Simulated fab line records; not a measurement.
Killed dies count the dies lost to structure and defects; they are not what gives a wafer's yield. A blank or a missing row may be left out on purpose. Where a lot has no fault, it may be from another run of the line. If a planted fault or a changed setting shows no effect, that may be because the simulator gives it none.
Chamber matching || flow nandHarc || cmp-04 running NHARC_A_BLC_CMP_25: 4 sister chambers
The step polishes, t overpolish 30 s, target thk 150 nm. 20 wafers are shown with their chamber, then 10 later ones without.

## WAFERS WITH THEIR CHAMBER
{"wafer": "L075.1", "chamber": 0, "motorCurrentA (A)": 12.1, "timeToEndpointS (s)": 30, "overpolishRunS (s)": 30.006}
{"wafer": "L075.4", "chamber": 2, "motorCurrentA (A)": 14.0, "timeToEndpointS (s)": 30, "overpolishRunS (s)": 29.999}
{"wafer": "L075.5", "chamber": 1, "motorCurrentA (A)": 13.1, "timeToEndpointS (s)": 29, "overpolishRunS (s)": 29.995}
{"wafer": "L074.1", "chamber": 0, "motorCurrentA (A)": 12.1, "timeToEndpointS (s)": 31, "overpolishRunS (s)": 30.020}
{"wafer": "L074.5", "chamber": 2, "motorCurrentA (A)": 13.5, "timeToEndpointS (s)": 30, "overpolishRunS (s)": 29.990}
{"wafer": "L074.6", "chamber": 1, "motorCurrentA (A)": 13.6, "timeToEndpointS (s)": 29, "overpolishRunS (s)": 29.993}
{"wafer": "L079.3", "chamber": 0, "motorCurrentA (A)": 12.2, "timeToEndpointS (s)": 28, "overpolishRunS (s)": 30.001}
{"wafer": "L079.4", "chamber": 1, "motorCurrentA (A)": 13.0, "timeToEndpointS (s)": 28, "overpolishRunS (s)": 30.007}
{"wafer": "L079.5", "chamber": 0, "motorCurrentA (A)": 12.0, "timeToEndpointS (s)": 32, "overpolishRunS (s)": 30.004}
{"wafer": "L078.1", "chamber": 0, "motorCurrentA (A)": 11.9, "timeToEndpointS (s)": 32, "overpolishRunS (s)": 30.014}
{"wafer": "L078.3", "chamber": 2, "motorCurrentA (A)": 14.3, "timeToEndpointS (s)": 29, "overpolishRunS (s)": 30.008}
{"wafer": "L078.6", "chamber": 3, "motorCurrentA (A)": 11.8, "timeToEndpointS (s)": 26, "overpolishRunS (s)": 30.007}
{"wafer": "L081.2", "chamber": 3, "motorCurrentA (A)": 12.0, "timeToEndpointS (s)": 24, "overpolishRunS (s)": 29.997}
{"wafer": "L081.3", "chamber": 0, "motorCurrentA (A)": 12.0, "timeToEndpointS (s)": 28, "overpolishRunS (s)": 29.998}
{"wafer": "L081.5", "chamber": 0, "motorCurrentA (A)": 11.8, "timeToEndpointS (s)": 28, "overpolishRunS (s)": 29.988}
{"wafer": "L081.1", "chamber": 1, "motorCurrentA (A)": 13.7, "timeToEndpointS (s)": 29, "overpolishRunS (s)": 29.995}
{"wafer": "L081.4", "chamber": 2, "motorCurrentA (A)": 14.6, "timeToEndpointS (s)": 28, "overpolishRunS (s)": 30.004}
{"wafer": "L081.6", "chamber": 3, "motorCurrentA (A)": 11.1, "timeToEndpointS (s)": 26, "overpolishRunS (s)": 30.001}
{"wafer": "L083.1", "chamber": 3, "motorCurrentA (A)": 11.0, "timeToEndpointS (s)": 28, "overpolishRunS (s)": 29.985}
{"wafer": "L083.2", "chamber": 1, "motorCurrentA (A)": 13.1, "timeToEndpointS (s)": 29, "overpolishRunS (s)": 29.985}

SIGNATURES, as means of the wafers listed above
{"reading": "motorCurrentA", "chamber 0": 12.014, "chamber 1": 13.300, "chamber 2": 14.100, "chamber 3": 11.475, "scatter within a chamber": 0.348}
{"reading": "timeToEndpointS", "chamber 0": 29.86, "chamber 1": 28.80, "chamber 2": 29.25, "chamber 3": 26.00, "scatter within a chamber": 1.42}
{"reading": "overpolishRunS", "chamber 0": 30.00443, "chamber 1": 29.99500, "chamber 2": 30.00025, "chamber 3": 29.99750, "scatter within a chamber": 0.00918}
Rule: for a wafer and a chamber, the distance is found by dividing, reading by reading, the gap between the wafer's reading and the chamber's mean by the reading's scatter, squaring, summing and taking the root. If the next closest chamber is less than 2 further off than the closest, the wafer can't be placed; otherwise it belongs to the closest. The scatter: take each reading less its chamber's mean, square it, sum over the shown wafers, divide by the number of wafers less the number of chambers, and take the root.

## WAFERS WHOSE CHAMBER IS MISSING
{"wafer": "L083.6", "motorCurrentA (A)": 11.6, "timeToEndpointS (s)": 32, "overpolishRunS (s)": 29.996}
{"wafer": "L089.2", "motorCurrentA (A)": 14.8, "timeToEndpointS (s)": 29, "overpolishRunS (s)": 29.998}
{"wafer": "L089.3", "motorCurrentA (A)": 12.1, "timeToEndpointS (s)": 24, "overpolishRunS (s)": 29.995}
{"wafer": "L089.5", "motorCurrentA (A)": 11.4, "timeToEndpointS (s)": 26, "overpolishRunS (s)": 29.985}
{"wafer": "L086.2", "motorCurrentA (A)": 12.1, "timeToEndpointS (s)": 29, "overpolishRunS (s)": 29.999}
{"wafer": "L086.4", "motorCurrentA (A)": 13.3, "timeToEndpointS (s)": 30, "overpolishRunS (s)": 29.990}
{"wafer": "L086.6", "motorCurrentA (A)": 13.1, "timeToEndpointS (s)": 29, "overpolishRunS (s)": 29.987}
{"wafer": "L097.3", "motorCurrentA (A)": 14.3, "timeToEndpointS (s)": 30, "overpolishRunS (s)": 29.996}
{"wafer": "L097.4", "motorCurrentA (A)": 12.2, "timeToEndpointS (s)": 31, "overpolishRunS (s)": 29.980}
{"wafer": "L097.5", "motorCurrentA (A)": 13.2, "timeToEndpointS (s)": 31, "overpolishRunS (s)": 30.002}

## EACH ONE'S CHAMBER
{"wafer": "L083.6", "from the rows above": 0, "in truth": 0}
{"wafer": "L089.2", "from the rows above": 2, "in truth": 2}
{"wafer": "L089.3", "from the rows above": "can't be placed: 3 or 0", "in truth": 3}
{"wafer": "L089.5", "from the rows above": 3, "in truth": 3}
{"wafer": "L086.2", "from the rows above": "can't be placed: 0 or 3", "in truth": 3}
{"wafer": "L086.4", "from the rows above": "can't be placed: 1 or 2", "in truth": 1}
{"wafer": "L086.6", "from the rows above": 1, "in truth": 1}
{"wafer": "L097.3", "from the rows above": 2, "in truth": 2}
{"wafer": "L097.4", "from the rows above": "can't be placed: 0 or 1 or 3", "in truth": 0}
{"wafer": "L097.5", "from the rows above": "can't be placed: 1 or 2 or 0", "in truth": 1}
Placed correctly: 5 of 10. Unplaceable from these rows: 5, with the true chamber sitting among the candidates in 5. 0 placed wrongly.
